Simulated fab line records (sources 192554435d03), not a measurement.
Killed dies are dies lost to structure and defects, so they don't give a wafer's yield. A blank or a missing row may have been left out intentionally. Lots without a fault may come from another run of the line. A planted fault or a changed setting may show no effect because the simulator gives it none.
Split-lot study :: flow n5Finfet :: on a route of 1938 steps: 7 lots, 21 wafers read

## THE SPLIT
At N5_FIN_SAQP_COAT_49 (time 60 s, resist thk 100 nm), the setting spinRpm was moved away from the recipe's 1500 rpm on 11 of the 21 wafers read, by -10.7% to +9.1%. All remaining wafers had this setting at the recipe value.

## FROM THE SPLIT TO THE READING: what the file shows between them, 7 steps
- N5_FIN_SAQP_DEVELOP_15: develop time 30 s (also split here: developTimeS)
- N5_FIN_SAQP_DESCUM_21: chemistry O2, time 7.9 s
- N5_FIN_SAQP_ETCH_51: etches SiARC in CF4, target depth 45.5 nm, time 75.8 s
- N5_FIN_SAQP_ETCH_52: etches SOC in N2/H2, target depth 100 nm, overetch 20 nm, time 150 s
- N5_FIN_SAQP_STRIP_53: strips in N2/H2
- N5_FIN_SAQP_HM_OPEN_73: chemistry CHF3/O2, target SiO2, stops on a-Si, target depth 12 nm, time 16.8 s
- N5_FIN_SAQP_STRIP_74: strips in CHF3/O2

## THE READING
SOC_of_FIN_SAQP_COAT_49.thkNm (the simulator's own value, which no gauge read), in nm, at N5_FIN_SAQP_MANDREL_ETCH_22 (etches a-Si in HBr/Cl2, stops on SiNx, target depth 60 nm, bt time 10 s, time 30 s). There is no usual value for it anywhere in the file. The 10 wafers here that ran the recipe average 76.30 nm, standard deviation 0.13 nm.

wafer: L074.1
tool, chamber at the split: lithoTrack-01, 0
spinRpm as run, rpm: 1344
against the recipe: -10.4%
SOC_of_FIN_SAQP_COAT_49.thkNm, nm: 81.99
against lot-mates on the recipe: +5.67

wafer: L074.2
tool, chamber at the split: lithoTrack-01, 0
spinRpm as run, rpm: 1500
against the recipe: recipe
SOC_of_FIN_SAQP_COAT_49.thkNm, nm: 76.32
against lot-mates on the recipe: -

wafer: L074.6
tool, chamber at the split: lithoTrack-01, 0
spinRpm as run, rpm: 1344
against the recipe: -10.4%
SOC_of_FIN_SAQP_COAT_49.thkNm, nm: 81.8
against lot-mates on the recipe: +5.48

wafer: L075.1
tool, chamber at the split: lithoTrack-01, 0
spinRpm as run, rpm: 1500
against the recipe: recipe
SOC_of_FIN_SAQP_COAT_49.thkNm, nm: 76.31
against lot-mates on the recipe: -

wafer: L075.2
tool, chamber at the split: lithoTrack-01, 0
spinRpm as run, rpm: 1500
against the recipe: recipe
SOC_of_FIN_SAQP_COAT_49.thkNm, nm: 76.5
against lot-mates on the recipe: -

wafer: L075.3
tool, chamber at the split: lithoTrack-01, 0
spinRpm as run, rpm: 1500
against the recipe: recipe
SOC_of_FIN_SAQP_COAT_49.thkNm, nm: 76.42
against lot-mates on the recipe: -

wafer: L082.2
tool, chamber at the split: lithoTrack-02, 0
spinRpm as run, rpm: 1364
against the recipe: -9.1%
SOC_of_FIN_SAQP_COAT_49.thkNm, nm: 81.49
against lot-mates on the recipe: +5.36

wafer: L082.3
tool, chamber at the split: lithoTrack-02, 0
spinRpm as run, rpm: 1364
against the recipe: -9.1%
SOC_of_FIN_SAQP_COAT_49.thkNm, nm: 80.91
against lot-mates on the recipe: +4.78

wafer: L082.5
tool, chamber at the split: lithoTrack-02, 0
spinRpm as run, rpm: 1500
against the recipe: recipe
SOC_of_FIN_SAQP_COAT_49.thkNm, nm: 76.13
against lot-mates on the recipe: -

wafer: L084.2
tool, chamber at the split: lithoTrack-01, 0
spinRpm as run, rpm: 1637
against the recipe: +9.1%
SOC_of_FIN_SAQP_COAT_49.thkNm, nm: 71.28
against lot-mates on the recipe: -5.15

wafer: L084.3
tool, chamber at the split: lithoTrack-01, 0
spinRpm as run, rpm: 1637
against the recipe: +9.1%
SOC_of_FIN_SAQP_COAT_49.thkNm, nm: 71.4
against lot-mates on the recipe: -5.03

wafer: L084.6
tool, chamber at the split: lithoTrack-01, 0
spinRpm as run, rpm: 1500
against the recipe: recipe
SOC_of_FIN_SAQP_COAT_49.thkNm, nm: 76.43
against lot-mates on the recipe: -

wafer: L085.1
tool, chamber at the split: lithoTrack-03, 0
spinRpm as run, rpm: 1565
against the recipe: +4.3%
SOC_of_FIN_SAQP_COAT_49.thkNm, nm: 73.97
against lot-mates on the recipe: no lot-mate on the recipe

wafer: L085.4
tool, chamber at the split: lithoTrack-03, 0
spinRpm as run, rpm: 1565
against the recipe: +4.3%
SOC_of_FIN_SAQP_COAT_49.thkNm, nm: 73.76
against lot-mates on the recipe: no lot-mate on the recipe

wafer: L085.6
tool, chamber at the split: lithoTrack-03, 0
spinRpm as run, rpm: 1565
against the recipe: +4.3%
SOC_of_FIN_SAQP_COAT_49.thkNm, nm: 74.02
against lot-mates on the recipe: no lot-mate on the recipe

wafer: L087.1
tool, chamber at the split: lithoTrack-02, 0
spinRpm as run, rpm: 1500
against the recipe: recipe
SOC_of_FIN_SAQP_COAT_49.thkNm, nm: 76.21
against lot-mates on the recipe: -

wafer: L087.2
tool, chamber at the split: lithoTrack-02, 0
spinRpm as run, rpm: 1339
against the recipe: -10.7%
SOC_of_FIN_SAQP_COAT_49.thkNm, nm: 82
against lot-mates on the recipe: +5.71

wafer: L087.5
tool, chamber at the split: lithoTrack-02, 0
spinRpm as run, rpm: 1500
against the recipe: recipe
SOC_of_FIN_SAQP_COAT_49.thkNm, nm: 76.37
against lot-mates on the recipe: -

wafer: L097.1
tool, chamber at the split: lithoTrack-01, 0
spinRpm as run, rpm: 1560
against the recipe: +4.0%
SOC_of_FIN_SAQP_COAT_49.thkNm, nm: 74.19
against lot-mates on the recipe: -1.97

wafer: L097.2
tool, chamber at the split: lithoTrack-01, 0
spinRpm as run, rpm: 1500
against the recipe: recipe
SOC_of_FIN_SAQP_COAT_49.thkNm, nm: 76.26
against lot-mates on the recipe: -

wafer: L097.5
tool, chamber at the split: lithoTrack-01, 0
spinRpm as run, rpm: 1500
against the recipe: recipe
SOC_of_FIN_SAQP_COAT_49.thkNm, nm: 76.06
against lot-mates on the recipe: -

FIT RESULTS
A straight line over all 21 wafers: SOC_of_FIN_SAQP_COAT_49.thkNm changes by -0.54 nm for each +1% of spinRpm; r = -1.00; the points scatter about the line by 0.15 nm.
The same after taking each lot's own level away (the mean of its wafers on the recipe; 18 wafers): -0.545 nm for each +1%; r = -1.00; scatter 0.15 nm.
That fit puts the effect of the largest move of spinRpm on the reading at 5.9 nm.
The span of the lots' own levels, 76.130 to 76.430 nm, comes to 2.3 times the standard deviation stated above.
Hence the lot-to-lot level has little effect on the slope; both slopes agree.
Check: with one of the wafers moved furthest among these (-10.7%) left out of the fit, the line predicts +5.88 nm for it against its lot-mates. It came out at +5.71 nm against them.

## FURTHER SPLITS ON THESE WAFERS
Before the reading, these wafers also passed through other splits. Each is held against what the fit with the lots' levels taken away leaves over:
other split on the same wafers: N5_WELL_APT_EXPOSE_22 doseMj
wafers away from the commonest value: 8
r with SOC_of_FIN_SAQP_COAT_49.thkNm (lot level and that fit taken away): +0.04

other split on the same wafers: N5_WELL_APT_PEB_23 pebTimeS
wafers away from the commonest value: 10
r with SOC_of_FIN_SAQP_COAT_49.thkNm (lot level and that fit taken away): +0.05

other split on the same wafers: N5_FIN_SAQP_DEVELOP_15 developTimeS
wafers away from the commonest value: 7
r with SOC_of_FIN_SAQP_COAT_49.thkNm (lot level and that fit taken away): -0.04

## THE WHOLE CHAIN: every reading that the file lists as answering this split, in the file's order
step: N5_FIN_SAQP_COAT_49
what it does: time 60 s, resist thk 100 nm
reading: SOC_of_FIN_SAQP_COAT_49.thkNm (the simulator's own value, which no gauge read)
change (the file's fit): -0.514 nm for each +1% of the setting
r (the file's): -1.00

step: N5_FIN_SAQP_ETCH_52
what it does: etches SOC in N2/H2, target depth 100 nm, overetch 20 nm, time 150 s
reading: etch.depthNm (the simulator's own value, which no gauge read)
change (the file's fit): -0.514 nm for each +1% of the setting
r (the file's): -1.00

step: N5_FIN_SAQP_MANDREL_ETCH_22
what it does: etches a-Si in HBr/Cl2, stops on SiNx, target depth 60 nm, bt time 10 s, time 30 s
reading: SOC_of_FIN_SAQP_COAT_49.thkNm (the simulator's own value, which no gauge read)
change (the file's fit): -0.542 nm for each +1% of the setting
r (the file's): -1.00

## FILE'S OWN FIT
SOC_of_FIN_SAQP_COAT_49.thkNm changes by -0.542 nm for each +1% of spinRpm, r = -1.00.
